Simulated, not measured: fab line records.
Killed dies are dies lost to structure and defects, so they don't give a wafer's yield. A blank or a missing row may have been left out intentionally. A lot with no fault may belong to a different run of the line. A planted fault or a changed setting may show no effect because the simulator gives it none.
Struck lot and sound lot, side by side || flow n5 finfet || 41 steps out of a route of 1938
Sound: the wafers L276.1, L276.3, L276.5. Struck: wafers L290.1, L290.5. (L290.2 of the same lot was not struck and is left out.) The cause comes at the end.
Each step with rows lists, per side, the tool, then ch with its chambers, then its first start. Under that, the readings that differ: sound wafers || struck wafers || difference of the means || sigmas: that difference in standard deviations of wafers without a fault.
alike: words and numbers the same on both sides, and readings whose means are apart by under 2 such deviations; not compared: readings that were withheld, readings missing a value for some wafer, numbers with overlapping values and no deviation given by the record, and bounds like >300 which may hide the same value.
Wherever a step has rows on one side only, a row that says differs or no value, or a row with sigmas, the two part there. Numbers that have no deviation but don't overlap get no sigmas and don't part them. A reading missing from all wafers of one side parts the sides only when that side holds two or more wafers.

first, 12 steps without rows for these wafers: N5_SD_EPI_N_STRIP_36 (strips in N2/H2); N5_SD_EPI_N_ETCHBACK_44 (etches SiNx in CH3F/O2, stops on SiO2, target depth 14.5 nm); N5_SD_EPI_N_ETCH_45 (etches SiOCN in CH3F/O2, target depth 6 nm); N5_SD_EPI_N_ETCH_16 (etches SiO2 in CHF3/O2, target depth 5 nm); N5_SD_EPI_N_STRIP_47 (strips in CHF3/O2); N5_SD_EPI_N_SD_RECESS_17 (chemistry HBr/Cl2/O2, target depth 41 nm, time 23.7 s, bt time 3 s); N5_SD_EPI_N_STRIP_38 (strips in N2/H2); N5_SD_EPI_N_WET_ETCH_43 (etches SiO2 in dHF, time 14 s, target depth 1.5 nm); N5_SD_EPI_N_STRIP_18 (strips in SPM, time 750 s); N5_SD_EPI_N_SRD_20 (time 30 s); N5_SD_EPI_N_PRECLEAN_48 (cleans in NF3:NH3, afs cycles 2, time 20 s, sublimation time 60 s); N5_SD_EPI_N_VAPOR_ETCH_50 (etches Si in HCl, time 54 s).
N5_SD_EPI_N_EPI_21: deposits Si:P, time 690 s.
  sound on epi rpcvd-03 ch 0, day 3 15:05; struck on epi rpcvd-03 ch 0, day 7 03:31
{"reading": "epi growth time s (s)", "sound": "690 690 690", "struck": "745 745", "difference": "+55", "sigmas": ""}
{"reading": "model.Si-P_of_SD_EPI_N_EPI_21.thk nm (nm)", "sound": "59.2 59 58.4", "struck": "63 61.6", "difference": "+3", "sigmas": ""}
N5_SD_EPI_N_EPI_MEAS_23:
  sound on film metro-02, day 3 16:47; struck on film metro-01, day 7 05:14
{"reading": "thk nm (nm)", "sound": "59.4 60.2 59.3", "struck": "65.7 61.4", "difference": "+3.9", "sigmas": "+3"}
then, 24 steps without rows for these wafers: N5_SD_EPI_N_PRECLEAN_24 (cleans in O3/DIW, time 60 s); N5_SD_EPI_N_SRD_25 (time 30 s); N5_SD_EPI_N_PRECLEAN_49 (cleans in NF3:NH3, afs cycles 1, time 20 s, sublimation time 60 s); N5_SD_EPI_N_LINER_46 (material SiNx, target thk 3 nm); N5_SD_EPI_P_COAT_34 (time 60 s, resist thk 350 nm); N5_SD_EPI_P_COAT_35 (time 60 s, resist thk 35 nm); N5_SD_EPI_P_COAT_03 (resist thk 150 nm); N5_SD_EPI_P_EBR_05; N5_SD_EPI_P_SOFTBAKE_04 (time 60 s); N5_SD_EPI_P_EXPOSE_06 (exposes mask SD P BLK, target cd 240 nm); N5_SD_EPI_P_PEB_07 (peb time 60 s); N5_SD_EPI_P_DEVELOP_08 (develop time 30 s); N5_SD_EPI_P_DESCUM_14 (chemistry O2, time 7.9 s); N5_SD_EPI_P_ETCH_36 (etches SiARC in CF4, target depth 45.5 nm, time 75.8 s); N5_SD_EPI_P_ETCH_37 (etches SOC in N2/H2, overetch 108 nm, time 486 s); N5_SD_EPI_P_STRIP_38 (strips in N2/H2); N5_SD_EPI_P_ETCHBACK_46 (etches SiNx in CH3F/O2, stops on SiO2, target depth 17.5 nm); N5_SD_EPI_P_ETCH_47 (etches SiOCN in CH3F/O2, target depth 25 nm); N5_SD_EPI_P_ETCH_16 (etches SiO2 in CHF3/O2, target depth 5 nm); N5_SD_EPI_P_STRIP_50 (strips in CHF3/O2); N5_SD_EPI_P_SD_RECESS_17 (chemistry HBr/Cl2/O2, target depth 39.1 nm, bt time 3 s); N5_SD_EPI_P_WET_ETCH_45 (etches SiO2 in dHF, time 10.7 s, target depth 2 nm, rinse time 30 s); N5_SD_EPI_P_STRIP_40 (strips in N2/H2); N5_SD_EPI_P_PRECLEAN_52 (cleans in O3/DIW, time 60 s).
N5_SD_ACTIVATION_RS_MEAS_03: uses a four-point probe to measure.
  sound on film metro-02, day 3 21:59; struck on film metro-01, day 7 11:32
{"reading": "RS_SD_N (ohm/sq)", "sound": "21.88 22.03 22.07", "struck": "20.39 20.90", "difference": -1.35, "sigmas": -5}
  alike: RS_SD_P
N5_MOL_CONTACT_COAG_ETCH_15: etches SiNx in CH3F/O2, stops on Si:P, target depth 7 nm.
  sound on rie diel-03 ch 0,1,2, day 5 02:37; struck on rie diel-03 ch 1,2, day 8 18:22
{"reading": "model.Si-P_of_SD_EPI_N_EPI_21.thk nm (nm)", "sound": "58.4 58.2 57.6", "struck": "62.2 60.8", "difference": "+3.4", "sigmas": ""}
  alike: chamber pressure mTorr, drypump motor current A, oes product au, rf vpp V, showerhead plenum p Torr, throttle valve pct
  not compared: rf hours counter h
-- a jump in the record: the struck wafers' starts before and after are 6 days apart (it breaks off in module MOL_CONTACT_COAG and resumes in module BEOL_M4, where the first step shown is number 1111 of the route) --
N5_BEOL_M4_RC_MEAS_101:
  sound on prober-01 ch 0, day 12 02:20; struck on prober-01 ch 0, day 14 17:26
{"reading": "RS_SD_N (ohm/sq)", "sound": "28.5 28.6 28.9", "struck": "26.5 26.9", "difference": -2.0, "sigmas": -5}
  alike: DIBL_N, DIBL_P, IOFF_N, IOFF_P, ION_N, ION_P, SS_N, SS_P, VT_N, VT_P

WHERE THEY PART
Earliest at N5_SD_EPI_N_EPI_MEAS_23; latest, in this record, at N5_BEOL_M4_RC_MEAS_101.

WHY: the cause the simulator had injected
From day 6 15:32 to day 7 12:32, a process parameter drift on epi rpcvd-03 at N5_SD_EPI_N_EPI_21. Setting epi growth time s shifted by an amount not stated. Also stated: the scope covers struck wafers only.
